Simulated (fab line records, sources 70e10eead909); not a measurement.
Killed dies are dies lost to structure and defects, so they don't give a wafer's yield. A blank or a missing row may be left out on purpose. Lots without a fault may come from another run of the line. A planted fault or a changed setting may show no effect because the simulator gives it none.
Chamber matching | flow nand_harc | NHARC_A_STAIRCASE_TRIM_24 on rie_diel-09: 4 sister chambers
The step chemistry O2, time 211.2 s. 4 wafers are shown with their chamber, then 7 later ones without.

WAFERS WITH THEIR CHAMBER
wafer  | chamber | drypump_motor_current_A (A)
L892.3 | 3       | 4.9
L892.6 | 2       | 6.3
L906.3 | 0       | 6.2
L906.4 | 1       | 5.5

WAFERS WITHOUT THEIR CHAMBER
wafer  | drypump_motor_current_A (A)
L906.6 | 6.4
L907.1 | 5.0
L907.2 | 6.2
L907.4 | 5.5
L910.2 | 5.0
L910.4 | 5.5
L910.5 | 4.9

WHICH CHAMBER EACH WENT THROUGH
wafer  | from the rows above     | in truth
L906.6 | can't be placed: 2 or 0 | 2
L907.1 | 3                       | 3
L907.2 | can't be placed: 0 or 2 | 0
L907.4 | 1                       | 1
L910.2 | 3                       | 3
L910.4 | 1                       | 1
L910.5 | 3                       | 3
Placed correctly: 5 of 7. Can't be placed from these rows: 2 (the true chamber is among the candidates in 2). Placed wrongly: 0.
How it was worked out, from the rows above alone: a wafer's distance from a chamber is the root of the sum, over the readings, of the square of ((its reading less the chamber's mean) divided by the reading's scatter). The wafer belongs to the nearest chamber; if the next one is less than 2 further off, it can't be placed. A chamber's mean is the mean of its shown wafers. The scatter: with one shown wafer a chamber, the root of the mean of the squares of how far each hidden wafer lies from its nearest shown one.
